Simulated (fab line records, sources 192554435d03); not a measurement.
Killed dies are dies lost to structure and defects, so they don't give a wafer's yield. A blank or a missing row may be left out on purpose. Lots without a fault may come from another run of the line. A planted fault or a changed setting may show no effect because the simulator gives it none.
Chamber matching | flow n5_finfet | N5_BEOL_M0_PRE_CLEAN_131 on cvd_co-02: 3 sister chambers
The step time 15 s. 6 wafers are shown with their chamber, then 12 later ones without.

WAFERS WITH THEIR CHAMBER
wafer  | chamber | heater_power_w (W)
L085.1 | 1       | 98
L085.4 | 2       | 89
L085.5 | 0       | 96
L087.1 | 0       | 99
L087.2 | 1       | 99
L087.3 | 2       | 88

WAFERS WITHOUT THEIR CHAMBER
wafer  | heater_power_w (W)
L087.4 | 96
L087.5 | 86
L087.6 | 97
L088.2 | 87
L088.4 | 97
L088.6 | 99
L092.1 | 87
L092.2 | 99
L092.4 | 90
L093.1 | 87
L093.3 | 99
L093.4 | 98

WHICH CHAMBER EACH WENT THROUGH
wafer  | from the rows above     | in truth
L087.4 | can't be placed: 0 or 1 | 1
L087.5 | 2                       | 2
L087.6 | can't be placed: 0 or 1 | 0
L088.2 | 2                       | 2
L088.4 | can't be placed: 0 or 1 | 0
L088.6 | can't be placed: 1 or 0 | 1
L092.1 | 2                       | 2
L092.2 | can't be placed: 1 or 0 | 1
L092.4 | 2                       | 2
L093.1 | 2                       | 2
L093.3 | can't be placed: 1 or 0 | 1
L093.4 | can't be placed: 0 or 1 | 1
Placed correctly: 5 of 12. Can't be placed from these rows: 7 (the true chamber is among the candidates in 7). Placed wrongly: 0.
How it was worked out, from the rows above alone: a wafer's distance from a chamber is the root of the sum, over the readings, of the square of ((its reading less the chamber's mean) divided by the reading's scatter). The wafer belongs to the nearest chamber; if the next one is less than 2 further off, it can't be placed. A chamber's mean is the mean of its shown wafers. The scatter: the root of (the sum of the squares of (reading less its chamber's mean) over the shown wafers, divided by (wafers less chambers)).
